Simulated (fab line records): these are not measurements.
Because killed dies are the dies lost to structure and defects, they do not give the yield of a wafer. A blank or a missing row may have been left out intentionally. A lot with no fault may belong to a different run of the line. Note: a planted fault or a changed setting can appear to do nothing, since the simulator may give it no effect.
Matching of chambers / flow n5-finfet / N5_GATE_CUT_PECVD_57 on pecvd-02: 3 sister chambers
The step deposits SiNx from SiH4/NH3/N2, target thk 21 nm. 3 wafers are shown with their chamber, then 12 later ones without.

== WAFERS WITH THEIR CHAMBER ==
wafer=L091.5; chamber=0; throttle-valve-pct (%)=38.3
wafer=L093.4; chamber=1; throttle-valve-pct (%)=40.9
wafer=L093.5; chamber=2; throttle-valve-pct (%)=37.6

== WAFERS WITHOUT THEIR CHAMBER ==
wafer=L094.1; throttle-valve-pct (%)=41.0
wafer=L094.5; throttle-valve-pct (%)=38.2
wafer=L094.6; throttle-valve-pct (%)=41.0
wafer=L095.2; throttle-valve-pct (%)=38.6
wafer=L095.3; throttle-valve-pct (%)=37.8
wafer=L095.5; throttle-valve-pct (%)=37.5
wafer=L096.1; throttle-valve-pct (%)=38.1
wafer=L096.3; throttle-valve-pct (%)=41.1
wafer=L096.5; throttle-valve-pct (%)=37.8
wafer=L097.1; throttle-valve-pct (%)=38.1
wafer=L097.2; throttle-valve-pct (%)=40.9
wafer=L097.3; throttle-valve-pct (%)=38.4

== CHAMBER TAKEN BY EACH ==
wafer=L094.1; from the rows above=1; in truth=1
wafer=L094.5; from the rows above=0; in truth=0
wafer=L094.6; from the rows above=1; in truth=1
wafer=L095.2; from the rows above=0; in truth=0
wafer=L095.3; from the rows above=can't be placed: 2 or 0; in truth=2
wafer=L095.5; from the rows above=2; in truth=2
wafer=L096.1; from the rows above=can't be placed: 0 or 2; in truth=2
wafer=L096.3; from the rows above=1; in truth=1
wafer=L096.5; from the rows above=can't be placed: 2 or 0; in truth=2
wafer=L097.1; from the rows above=can't be placed: 0 or 2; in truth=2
wafer=L097.2; from the rows above=1; in truth=1
wafer=L097.3; from the rows above=0; in truth=0
Correctly placed: 8 of 12. Not placeable from these rows: 4 (in 4, the candidates include the true chamber). Placed wrongly: 0.
How it was worked out, from the rows above alone: a wafer's distance from a chamber is the root of the sum, over the readings, of the square of ((its reading less the chamber's mean) divided by the reading's scatter). If the next closest chamber is less than 2 further off than the closest, the wafer can't be placed; otherwise it belongs to the closest. A chamber's mean is the mean of its shown wafers. The scatter: root of mean squared gap, hidden wafer to nearest shown wafer, with one shown wafer a chamber.
